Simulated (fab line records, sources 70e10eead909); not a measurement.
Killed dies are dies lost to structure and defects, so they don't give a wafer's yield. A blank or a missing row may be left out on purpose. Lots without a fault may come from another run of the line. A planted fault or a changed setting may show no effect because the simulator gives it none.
A struck lot beside a sound one | flow nand_harc | 13 steps out of a route of 1159
Sound: wafers L558.1, L558.2, L558.6. Struck: wafers L553.1, L553.4, L553.6. The cause comes at the end.
At each step with rows: each side's tool, then ch and its chambers, then its first start. Under that, the readings that differ: sound wafers | struck wafers | difference of the means | sigmas: that difference in standard deviations of wafers without a fault.
alike: readings whose means differ by less than 2 such deviations, and words and numbers that are the same on both sides. not compared: withheld readings, readings that some wafer has no value for, bounds like >300 that may hide the same value, and numbers for which the record gives no deviation and whose values overlap.
The two part at a step that has a row with sigmas, a row that says differs or no value, or rows on one side only. Numbers that don't overlap but have no deviation are shown without sigmas and don't part them. A reading that every wafer of one side lacks parts them only if that side has two wafers or more.

NHARC_A_BLC_CVD_24: deposits W, target thk 150 nm, time 434 s.
  sound on cvd_w-01 ch 0,1; struck on cvd_w-02 ch 0,1
  reading                | sound          | struck         | difference | sigmas
  throttle_valve_pct (%) | 8.64 8.45 8.50 | 7.89 7.75 8.06 | -0.63      | -3
  alike: chamber_pressure_Torr, heater_power_w, mfc_wf6_sccm
NHARC_A_BLC_CMP_25: polishes, t overpolish 30 s, target thk 150 nm.
  sound on cmp-01 ch 1,3, day 20 16:19; struck on cmp-02 ch 0,2,3, day 19 09:33
  alike: edge_zone_pressure_frac, motor_current_A, overpolish_run_s, time_to_endpoint_s
then, 1 step without rows for these wafers: NHARC_A_BLC_SRD_27.
NHARC_A_BLC_INSPECT_28:
  sound on defect_inspect-02, day 20 16:43; struck on defect_inspect-02, day 19 09:58
  alike: raw_defect_count
then, 7 steps without rows for these wafers: NHARC_A_M0_DEP_00 (deposits SiOC, target thk 150 nm); NHARC_A_M0_DEHYDRATE_01 (time 120 s); NHARC_A_M0_HMDS_02 (time 30 s); NHARC_A_M0_COAT_33 (time 65 s); NHARC_A_M0_COAT_03 (resist thk 90 nm); NHARC_A_M0_SOFTBAKE_04 (time 55 s); NHARC_A_M0_EBR_05.
NHARC_A_M0_EXPOSE_06: exposes mask A M0, target cd 80 nm.
  sound on arfi_scanner-03 ch 0, day 20 17:22; struck on arfi_scanner-01, day 19 10:44
  no value came back on the struck wafers for exposure_dose_mJ_cm2, focus_offset_nm (nm); on the sound wafers exposure_dose_mJ_cm2 reads 83.23 83.40 83.18
  alike: mask
then, 1 step without rows for these wafers: NHARC_A_M0_PEB_07 (peb time 65 s).

WHERE THEY PART
First at NHARC_A_BLC_CVD_24; last, within this record, at NHARC_A_M0_EXPOSE_06.

WHY: what the simulator had put in
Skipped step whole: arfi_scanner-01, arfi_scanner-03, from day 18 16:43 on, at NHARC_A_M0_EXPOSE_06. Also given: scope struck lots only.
